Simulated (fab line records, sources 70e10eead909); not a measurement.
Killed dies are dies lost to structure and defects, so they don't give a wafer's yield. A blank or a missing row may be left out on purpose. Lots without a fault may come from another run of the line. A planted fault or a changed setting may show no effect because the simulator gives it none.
Chamber matching | flow nand_harc | NHARC_A_M0_DEP_32 on pecvd-01: 3 sister chambers
The step deposits SiCN, target thk 30 nm. 6 wafers are shown with their chamber, then 11 later ones without.

WAFERS WITH THEIR CHAMBER
wafer  | chamber | heater_power_w (W)
L084.6 | 1       | 680
L086.4 | 2       | 541
L089.2 | 2       | 507
L089.5 | 1       | 671
L089.6 | 0       | 509
L090.1 | 0       | 583

WAFERS WITHOUT THEIR CHAMBER
wafer  | heater_power_w (W)
L090.2 | 618
L090.4 | 599
L092.1 | 557
L092.4 | 522
L092.5 | 560
L095.1 | 547
L095.2 | 598
L095.4 | 621
L094.3 | 591
L094.4 | 574
L094.6 | 500

WHICH CHAMBER EACH WENT THROUGH
wafer  | from the rows above          | in truth
L090.2 | can't be placed: 1 or 0 or 2 | 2
L090.4 | can't be placed: 0 or 2 or 1 | 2
L092.1 | can't be placed: 0 or 2      | 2
L092.4 | can't be placed: 2 or 0      | 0
L092.5 | can't be placed: 0 or 2      | 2
L095.1 | can't be placed: 0 or 2      | 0
L095.2 | can't be placed: 0 or 2 or 1 | 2
L095.4 | can't be placed: 1 or 0 or 2 | 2
L094.3 | can't be placed: 0 or 2 or 1 | 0
L094.4 | can't be placed: 0 or 2      | 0
L094.6 | can't be placed: 2 or 0      | 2
Placed correctly: 0 of 11. Can't be placed from these rows: 11 (the true chamber is among the candidates in 11). Placed wrongly: 0.
How it was worked out, from the rows above alone: a wafer's distance from a chamber is the root of the sum, over the readings, of the square of ((its reading less the chamber's mean) divided by the reading's scatter). The wafer belongs to the nearest chamber; if the next one is less than 2 further off, it can't be placed. A chamber's mean is the mean of its shown wafers. The scatter: the root of (the sum of the squares of (reading less its chamber's mean) over the shown wafers, divided by (wafers less chambers)).
